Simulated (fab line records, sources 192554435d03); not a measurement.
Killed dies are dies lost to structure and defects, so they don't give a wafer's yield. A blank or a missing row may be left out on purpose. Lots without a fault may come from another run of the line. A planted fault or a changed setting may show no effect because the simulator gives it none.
Which tool did it? | flow n5_finfet | 7 lots, 19 wafers sampled, at 8 steps of a route of 1938

WHAT THE GAUGES READ, wafer by wafer
N5_BEOL_M14_CD_MEAS_28: target cd 284.4 nm. Usual: cd_nm 283.9 nm, standard deviation 1.3.
lot  | measured     | on        | cd_nm (nm)        | flag
L587 | day 11 17:27 | cd_sem-01 | 285.2 284.1 284.0 |
L588 | day 12 09:21 | cd_sem-03 | 284.3 284.5 285.3 |
L593 | day 13 14:58 | cd_sem-02 | 285.3 286.1       |
L598 | day 15 05:15 | cd_sem-01 | 285.5 285.7       |
L603 | day 16 11:40 | cd_sem-03 | 283.6 281.6 282.9 |
L606 | day 17 07:26 | cd_sem-03 | 283.6 283.2 283.3 |
L607 | day 17 21:19 | cd_sem-01 | 283.2 282.5 281.5 |

N5_BEOL_M14_OCD_MEAS_35. Usual: trench_depth_nm 557 nm, standard deviation 8.6.
lot  | measured     | on     | trench_depth_nm (nm) | flag
L587 | day 11 18:13 | ocd-01 | 567 568 562          |
L588 | day 12 10:03 | ocd-01 | 556 552 562          |
L593 | day 13 15:40 | ocd-01 | 414 560              | OFF
L598 | day 15 05:57 | ocd-01 | 420 566              | OFF
L603 | day 16 12:23 | ocd-02 | 573 575 549          |
L606 | day 17 08:31 | ocd-02 | 544 552 556          |
L607 | day 17 22:01 | ocd-01 | 558 576 565          |

N5_BEOL_M14_THK_MEAS_50: measures by xrf. Usual: M14_THK 552 nm, standard deviation 11.
lot  | measured     | on            | M14_THK (nm) | flag
L587 | day 11 20:26 | film_metro-02 | 567 569 564  |
L588 | day 12 13:43 | film_metro-02 | 553 550 559  |
L593 | day 13 19:12 | film_metro-02 | 420 563      | OFF
L598 | day 15 09:46 | film_metro-01 | 415 554      | OFF
L603 | day 16 16:54 | film_metro-02 | 569 569 545  |
L606 | day 17 12:38 | film_metro-02 | 548 558 558  |
L607 | day 18 01:38 | film_metro-01 | 550 567 558  |

N5_BEOL_M14_RS_MEAS_54: measures by four-point-probe. Usual: M14_RS 0.0331 ohm/sq, standard deviation 0.00053.
lot  | measured     | on            | M14_RS (ohm/sq)      | flag
L587 | day 11 20:34 | film_metro-01 | 0.0326 0.0325 0.0328 |
L588 | day 12 13:50 | film_metro-01 | 0.0331 0.0335 0.0328 |
L593 | day 13 19:20 | film_metro-02 | 0.0446 0.0328        | OFF
L598 | day 15 09:53 | film_metro-01 | 0.0442 0.0327        | OFF
L603 | day 16 17:02 | film_metro-02 | 0.0322 0.0321 0.0336 |
L606 | day 17 12:46 | film_metro-02 | 0.0339 0.0333 0.0331 |
L607 | day 18 01:46 | film_metro-01 | 0.0331 0.0320 0.0327 |

N5_BEOL_M15_RC_MEAS_101. Usual: COMB_M10 1.47e-11 S/m, standard deviation 2.8e-12; COMB_M11 1.42e-11 S/m, standard deviation 2.7e-12; COMB_M12 6.4e-12 S/m, standard deviation 1.4e-12; COMB_M13 5.3e-12 S/m, standard deviation 1.3e-12; COMB_M13_max_site 7.4e-12 S/m, standard deviation 1.9e-12; COMB_M15 2.6e-12 S/m, standard deviation 6.2e-13; COMB_M5 3.7e-11 S/m, standard deviation 7.2e-12; COMB_M6 2.6e-11 S/m, standard deviation 6.1e-12; COMB_M7 2.6e-11 S/m, standard deviation 5.7e-12; COMB_M8 2.7e-11 S/m, standard deviation 5.1e-12; COMB_M9 1.42e-11 S/m, standard deviation 2.7e-12; COMB_M9_max_site 2.1e-11 S/m, standard deviation 4e-12; SERP_M10 3.05 ohm/um, standard deviation 0.061; SERP_M11 3.05 ohm/um, standard deviation 0.063; SERP_M12 0.640 ohm/um, standard deviation 0.011; SERP_M13 0.306 ohm/um, standard deviation 0.0053; SERP_M14 0.161 ohm/um, standard deviation 0.0033; SERP_M14_max_site 0.162 ohm/um, standard deviation 0.0033; SERP_M5 38.8 ohm/um, standard deviation 1.6; SERP_M6 13.7 ohm/um, standard deviation 0.35; SERP_M7 13.6 ohm/um, standard deviation 0.42; SERP_M8 13.8 ohm/um, standard deviation 0.51; SERP_M9 3.06 ohm/um, standard deviation 0.07.
lot  | measured     | on        | COMB_M10 (S/m)             | COMB_M11 (S/m)             | COMB_M12 (S/m)          | COMB_M13 (S/m)          | COMB_M13_max_site (S/m) | COMB_M15 (S/m)          | COMB_M5 (S/m)           | COMB_M6 (S/m)           | COMB_M7 (S/m)           | COMB_M8 (S/m)           | COMB_M9 (S/m)              | COMB_M9_max_site (S/m)  | SERP_M10 (ohm/um) | SERP_M11 (ohm/um) | SERP_M12 (ohm/um) | SERP_M13 (ohm/um) | SERP_M14 (ohm/um) | SERP_M14_max_site (ohm/um) | SERP_M5 (ohm/um) | SERP_M6 (ohm/um) | SERP_M7 (ohm/um) | SERP_M8 (ohm/um) | SERP_M9 (ohm/um) | flag
L587 | day 12 03:09 | prober-02 | 1.46e-11 1.34e-11 1.61e-11 | 1.38e-11 1.54e-11 1.44e-11 | 7.1e-12 6.4e-12 4.5e-12 | 4.6e-12 5.9e-12 7.1e-12 | 6e-12 6.3e-12 9.1e-12   | 2.7e-12 2.7e-12 2.5e-12 | 3.7e-11 4.8e-11 4.6e-11 | 1.9e-11 1.8e-11 3e-11   | 3.3e-11 3.5e-11 2.6e-11 | 2.8e-11 2.8e-11 3.3e-11 | 1.75e-11 1.73e-11 1.38e-11 | 2.2e-11 2.1e-11 1.6e-11 | 3.07 3.14 3.04    | 2.93 3.00 2.95    | 0.653 0.628 0.653 | 0.298 0.300 0.297 | 0.156 0.156 0.158 | 0.158 0.158 0.159          | 39.9 38.3 38.5   | 14.1 13.4 13.5   | 13.0 13.7 13.3   | 13.5 13.3 13.5   | 3.07 3.10 3.16   |
L588 | day 12 20:03 | prober-01 | 1.65e-11 1.91e-11 1.35e-11 | 1.54e-11 1.62e-11 1.78e-11 | 5.4e-12 4e-12 6.2e-12   | 5.7e-12 3.6e-12 3.9e-12 | 7.2e-12 6.8e-12 6e-12   | 2.3e-12 2.4e-12 2.1e-12 | 3.6e-11 3.1e-11 3.7e-11 | 3.3e-11 2.7e-11 2e-11   | 2.5e-11 2.2e-11 2.9e-11 | 2.3e-11 2.3e-11 2.8e-11 | 1.14e-11 1.33e-11 1.75e-11 | 1.6e-11 2.2e-11 2.7e-11 | 3.00 3.01 3.02    | 2.98 3.16 3.10    | 0.635 0.647 0.637 | 0.306 0.303 0.299 | 0.161 0.161 0.157 | 0.162 0.162 0.159          | 37.9 37.1 36.3   | 13.9 13.9 14.0   | 13.9 14.0 13.4   | 13.2 13.0 13.2   | 3.03 3.07 3.00   |
L593 | day 14 00:50 | prober-01 | 1.61e-11 1.58e-11          | 1.17e-11 1.41e-11          | 6.7e-12 7.5e-12         | 4.9e-12 6.7e-12         | 7.7e-12 8.3e-12         | 2.3e-12 1.6e-12         | 4.8e-11 3.5e-11         | 3.5e-11 2.8e-11         | 1.5e-11 2e-11           | 2.6e-11 2.3e-11         | 9e-12 1.06e-11             | 1.3e-11 1.7e-11         | 3.07 3.08         | 3.14 3.03         | 0.647 0.668       | 0.310 0.310       | 0.218 0.157       | 0.218 0.158                | 41.6 42.5        | 13.6 14.5        | 13.2 12.6        | 13.6 13.8        | 3.09 3.06        | OFF
L598 | day 15 17:34 | prober-02 | 2.11e-11 1.7e-11           | 1.65e-11 1.14e-11          | 5.4e-12 6.2e-12         | 7.5e-12 5.4e-12         | 9e-12 8.6e-12           | 2.1e-12 2.2e-12         | 2.9e-11 4e-11           | 1.8e-11 1.8e-11         | 2.7e-11 1.9e-11         | 1.8e-11 3.3e-11         | 1.23e-11 2.04e-11          | 2e-11 2.4e-11           | 3.12 3.10         | 3.07 2.98         | 0.648 0.652       | 0.303 0.307       | 0.215 0.156       | 0.220 0.157                | 41.3 38.9        | 14.2 14.8        | 13.6 13.0        | 14.2 13.9        | 3.11 3.08        | OFF
L603 | day 16 23:26 | prober-02 | 1.54e-11 1.2e-11 1.15e-11  | 1.47e-11 1.58e-11 1.74e-11 | 6.1e-12 6.4e-12 7.3e-12 | 4.8e-12 4.7e-12 4.6e-12 | 5.9e-12 5.6e-12 7e-12   | 2.9e-12 3.1e-12 2.7e-12 | 3.5e-11 4.4e-11 2.6e-11 | 2.9e-11 3.4e-11 3.5e-11 | 3.4e-11 2e-11 2.3e-11   | 2.9e-11 2.8e-11 2.4e-11 | 1.66e-11 1.34e-11 1.35e-11 | 1.8e-11 1.8e-11 2e-11   | 3.03 3.11 2.99    | 2.96 3.05 3.03    | 0.643 0.646 0.644 | 0.306 0.306 0.301 | 0.156 0.158 0.164 | 0.158 0.159 0.167          | 40.1 39.5 38.7   | 13.2 13.4 13.6   | 13.6 14.4 13.8   | 14.2 14.4 14.8   | 3.04 2.98 3.07   |
L606 | day 17 20:10 | prober-01 | 1.7e-11 1.6e-11 1.45e-11   | 1.58e-11 2.08e-11 1.17e-11 | 5.3e-12 7.9e-12 5.8e-12 | 3.5e-12 4e-12 1.9e-12   | 5.7e-12 4.7e-12 4.2e-12 | 2.1e-12 1.4e-12 1.7e-12 | 4.9e-11 5.2e-11 3.1e-11 | 2.3e-11 2.5e-11 2.4e-11 | 1.6e-11 2.9e-11 3e-11   | 1.9e-11 3.4e-11 2.3e-11 | 1.87e-11 1.56e-11 1.78e-11 | 2.6e-11 2.9e-11 2.2e-11 | 3.03 3.04 2.99    | 3.11 3.14 3.12    | 0.651 0.654 0.649 | 0.305 0.315 0.306 | 0.166 0.161 0.159 | 0.168 0.163 0.160          | 40.9 41.3 40.2   | 14.2 13.8 13.7   | 14.4 13.5 13.7   | 13.7 13.4 13.6   | 3.12 3.02 3.05   |
L607 | day 18 08:59 | prober-02 | 1.41e-11 1.1e-11 1.3e-11   | 1.47e-11 1.61e-11 1.76e-11 | 4.9e-12 6.1e-12 7.6e-12 | 4.8e-12 4.6e-12 5.6e-12 | 7.9e-12 5.8e-12 7.5e-12 | 2.9e-12 3.5e-12 3e-12   | 3.5e-11 3.8e-11 2.8e-11 | 3.8e-11 3e-11 3.7e-11   | 2.9e-11 3.3e-11 3e-11   | 2.5e-11 2.4e-11 1.9e-11 | 1.2e-11 1.33e-11 1.63e-11  | 2.4e-11 1.7e-11 2.3e-11 | 3.07 3.09 3.09    | 3.03 3.09 3.03    | 0.638 0.641 0.640 | 0.307 0.304 0.301 | 0.163 0.157 0.161 | 0.165 0.159 0.162          | 38.8 36.9 36.1   | 13.9 13.8 13.5   | 13.6 13.4 13.1   | 13.7 13.2 13.3   | 3.06 3.16 3.02   |

WHICH TOOL RAN EACH LOT (tool, then ch and the chambers of the sampled wafers, then the start)
lot  | N5_BEOL_M14_DESCUM_33              | N5_BEOL_M14_TRENCH_ETCH_34         | N5_BEOL_M14_SPUTTER_43
L587 | rie_diel-04 ch 1,2,3, day 11 17:35 | rie_diel-04 ch 1,2,3, day 11 18:03 | pvd_sputter-02, day 11 19:01
L588 | rie_diel-04 ch 2,3, day 12 09:26   | rie_diel-04 ch 2,3, day 12 09:53   | pvd_sputter-03, day 12 12:39
L593 | rie_diel-04 ch 1,2, day 13 15:03   | rie_diel-04 ch 1,2, day 13 15:30   | pvd_sputter-02, day 13 18:08
L598 | rie_diel-04 ch 0,3, day 15 05:20   | rie_diel-04 ch 0,3, day 15 05:47   | pvd_sputter-01, day 15 08:42
L603 | rie_diel-06 ch 0,3, day 16 11:47   | rie_diel-06 ch 0,3, day 16 12:14   | pvd_sputter-03, day 16 15:44
L606 | rie_diel-03 ch 1,2,3, day 17 07:54 | rie_diel-03 ch 1,2,3, day 17 08:21 | pvd_sputter-02, day 17 11:35
L607 | rie_diel-06 ch 1,2,3, day 17 21:24 | rie_diel-06 ch 1,2,3, day 17 21:52 | pvd_sputter-03, day 18 00:32
- N5_BEOL_M14_DESCUM_33: chemistry O2, time 7.9 s.
- N5_BEOL_M14_TRENCH_ETCH_34: etches SiO2 in C4F8/O2/Ar, target depth 556.65 nm, time 126.9 s.
- N5_BEOL_M14_SPUTTER_43: material TaN, target thk 15 nm, time 24.19 s.

WHAT THE TOOLS THEMSELVES READ (means of the sampled wafers that have a number; where no wafer has one, the mark that the record gives instead)
N5_BEOL_M14_DESCUM_33. Usual: drypump_motor_current_A 5.5 A, standard deviation 0.35; oes_product_au 0.80 a.u., standard deviation 0.067; rf_vpp_V 243.3 V, standard deviation 1.4; showerhead_plenum_p_Torr 2.10 Torr, standard deviation 0.069; throttle_valve_pct 20.4 %, standard deviation 0.31.
lot  | tool        | drypump_motor_current_A (A) | oes_product_au (a.u.) | rf_vpp_V (V) | showerhead_plenum_p_Torr (Torr) | throttle_valve_pct (%) | flag
L587 | rie_diel-04 | 5.6                         | 0.85                  | 244.3        | 2.12                            | 20.0                   |
L588 | rie_diel-04 | 5.6                         | 0.82                  | 243.4        | 2.11                            | 19.9                   |
L593 | rie_diel-04 | 5.7                         | 0.83                  | 243.4        | 2.12                            | 20.1                   |
L598 | rie_diel-04 | 5.5                         | 0.79                  | 244.2        | 2.16                            | 20.4                   |
L603 | rie_diel-06 | 6.2                         | 0.84                  | 243.4        | 2.11                            | 20.3                   |
L606 | rie_diel-03 | 5.7                         | 0.84                  | 244.2        | 2.12                            | 20.4                   |
L607 | rie_diel-06 | 5.6                         | 0.78                  | 243.0        | 2.03                            | 20.6                   |

N5_BEOL_M14_TRENCH_ETCH_34. Usual: O2_flow_sccm 12.00 sccm, standard deviation 0.034; drypump_motor_current_A 5.5 A, standard deviation 0.36; oes_product_au 0.80 a.u., standard deviation 0.067; rf_vpp_V 2222 V, standard deviation 21; showerhead_plenum_p_Torr 3.45 Torr, standard deviation 0.1; throttle_valve_pct 30.87 %, standard deviation 0.3.
lot  | tool        | O2_flow_sccm (sccm) | drypump_motor_current_A (A) | oes_product_au (a.u.) | rf_vpp_V (V) | showerhead_plenum_p_Torr (Torr) | throttle_valve_pct (%) | flag
L587 | rie_diel-04 | 12.01               | 5.7                         | 0.86                  | 2224         | 3.49                            | 30.57                  |
L588 | rie_diel-04 | 11.99               | 5.6                         | 0.82                  | 2224         | 3.48                            | 30.44                  |
L593 | rie_diel-04 | 11.95               | 5.8                         | 0.77                  | 2226         | 3.49                            | 30.57                  |
L598 | rie_diel-04 | 11.99               | 5.5                         | 0.74                  | 2220         | 3.53                            | 30.73                  |
L603 | rie_diel-06 | 12.00               | 6.2                         | 0.85                  | 2229         | 3.47                            | 30.87                  |
L606 | rie_diel-03 | 11.99               | 5.7                         | 0.82                  | 2246         | 3.49                            | 30.87                  |
L607 | rie_diel-06 | 12.02               | 5.6                         | 0.78                  | 2216         | 3.36                            | 31.18                  |

N5_BEOL_M14_SPUTTER_43. Usual: cathode_dc_power_W 15000 W, standard deviation 2.7; throttle_valve_pct 30.2 %, standard deviation 1.4.
lot  | tool           | cathode_dc_power_W (W) | throttle_valve_pct (%) | flag
L587 | pvd_sputter-02 | 14999                  | 30.5                   |
L588 | pvd_sputter-03 | 15000                  | 30.3                   |
L593 | pvd_sputter-02 | 14999                  | 30.4                   |
L598 | pvd_sputter-01 | 15004                  | 30.1                   |
L603 | pvd_sputter-03 | 14997                  | 30.1                   |
L606 | pvd_sputter-02 | 15001                  | 29.5                   |
L607 | pvd_sputter-03 | 14999                  | 29.3                   |

THE ANSWER, worked out from the rows above alone
Rule: a lot is off if the mean of its wafers that have a number lies more than 3 standard deviations from the usual mean. A lot without any number at a reading at which 4 lots or more have one is off too. The other lots that the step has rows for count as sound. The gauges are gone through in route order, then the tools' own readings, and for those a lot's mean is taken as printed above. The first step at which some lot is off is used, and at that step the reading that is off furthest; a lot without a number counts as furthest.
Off: L593, L598, at N5_BEOL_M14_OCD_MEAS_35 (trench_depth_nm).
A tool fits if, at a process step before that reading, it ran every lot that is off, and no sound lot after the first of them. The gauges at N5_BEOL_M14_OCD_MEAS_35 aren't tried: what is off there is off at N5_BEOL_M14_THK_MEAS_50 too, on other tools, and a gauge's error can't cause that. One fits: rie_diel-04 at N5_BEOL_M14_DESCUM_33 and N5_BEOL_M14_TRENCH_ETCH_34. At N5_BEOL_M14_DESCUM_33 its last sound lot is L588 (day 12 09:26), its first lot that is off L593 (day 13 15:03): a fault that began between those two fits.

WHAT THE SIMULATOR HAD PUT IN
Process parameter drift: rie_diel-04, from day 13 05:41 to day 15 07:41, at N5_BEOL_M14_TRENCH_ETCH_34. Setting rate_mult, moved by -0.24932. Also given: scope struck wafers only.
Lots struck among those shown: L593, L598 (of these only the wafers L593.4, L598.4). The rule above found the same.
